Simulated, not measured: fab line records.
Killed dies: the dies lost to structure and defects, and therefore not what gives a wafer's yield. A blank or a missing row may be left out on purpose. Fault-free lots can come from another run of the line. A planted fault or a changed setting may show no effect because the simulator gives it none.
One fault seen from 3 desks -- flow n5 finfet -- every desk sees just its own numbers, and what lay behind them comes last

## THE DEFECT DESK
Lot by lot, what the route's inspections counted, given as the mean of those sampled wafers with a number. If a lot's mean is further than 4 standard deviations from the usual mean, the lot is out of limits and carries the mark OUT (the distance appears in the brackets).
Columns: A = raw defect count at N5_BEOL_M14_INSPECT_55, usual 73
lot,first seen here,A
L334,day 12 00:52,77
L345,day 15 20:49,70
L347,day 16 00:29,442 (+16) OUT
L348,day 17 02:22,421 (+15) OUT
L351,day 17 06:47,416 (+15) OUT
L352,day 17 14:47,68
L353,day 18 06:06,66
This desk finds L347, L348, L351 out of limits, L347 being first, at day 16 00:29 (raw defect count at N5_BEOL_M14_INSPECT_55). L334, L345, L352, L353: within limits.

## AT THE TOOL OWNER'S DESK: pecvd-02
The tool's own readings at N5_BEOL_M14_DEP_53 (deposits SiCN from 3MS/NH3, target thk 50 nm, time 17.8 s): means of the sampled wafers that have a number, for each lot that ran on this tool. If a lot's mean is further than 4 standard deviations from the usual mean, the lot is out of limits and carries the mark OUT (the distance appears in the brackets).
Columns: A = chamber pressure Torr at N5_BEOL_M14_DEP_53, usual 3.000 Torr; B = rf fwd power W at N5_BEOL_M14_DEP_53, usual 667 W; C = showerhead plenum p Torr at N5_BEOL_M14_DEP_53, usual 4.152 Torr; D = throttle valve pct at N5_BEOL_M14_DEP_53, usual 18.1 %
lot,first seen here,A,B,C,D
L345,day 15 20:43,2.995,668,4.156,18.3
L347,day 16 00:23,2.997,669,4.180,18.1
L348,day 17 02:16,3.002,664,4.175,17.4
L351,day 17 06:41,3.003,668,4.172,17.4
This desk's finding: nothing out of limits on any of the 4 lots.

## AT THE METROLOGY DESK
Means of the sampled wafers that have a number, per lot and without regard to the tool the lot ran on: this is what the gauges read. If a lot's mean is further than 4 standard deviations from the usual mean, the lot is out of limits and carries the mark OUT (the distance appears in the brackets).
Columns: A = M14_THK at N5_BEOL_M14_THK_MEAS_50, usual 571 nm; B = M14_RS at N5_BEOL_M14_RS_MEAS_54, usual 0.0331 ohm/sq
lot,first seen here,A,B
L334,day 12 00:43,558,0.0339
L345,day 15 20:40,584,0.0323
L347,day 16 00:19,553,0.0343
L348,day 17 02:12,563,0.0337
L351,day 17 06:38,597,0.0317
L352,day 17 14:38,572,0.0332
L353,day 18 05:55,571,0.0334
This desk's finding: nothing out of limits on any of the 7 lots.

## TAKEN TOGETHER
The defect desk could have raised an alarm at day 16 00:29, on L347, L348, L351.
The tool owner's desk saw nothing out of limits.
Metrology desk: nothing out of limits seen.
The tool owner's desk has L347, L348, L351 on record, within its limits.
The metrology desk has L347, L348, L351 on record, within its limits.
Of the lots named, all ran N5_BEOL_M14_DEP_53 on pecvd-02.

## WHAT WAS PUT IN BY THE SIMULATOR
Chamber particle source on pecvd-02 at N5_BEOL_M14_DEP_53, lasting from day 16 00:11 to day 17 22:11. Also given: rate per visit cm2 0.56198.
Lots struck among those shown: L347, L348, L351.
Hours from the fault's start to each desk's first reading out of limits: the defect desk, 0.
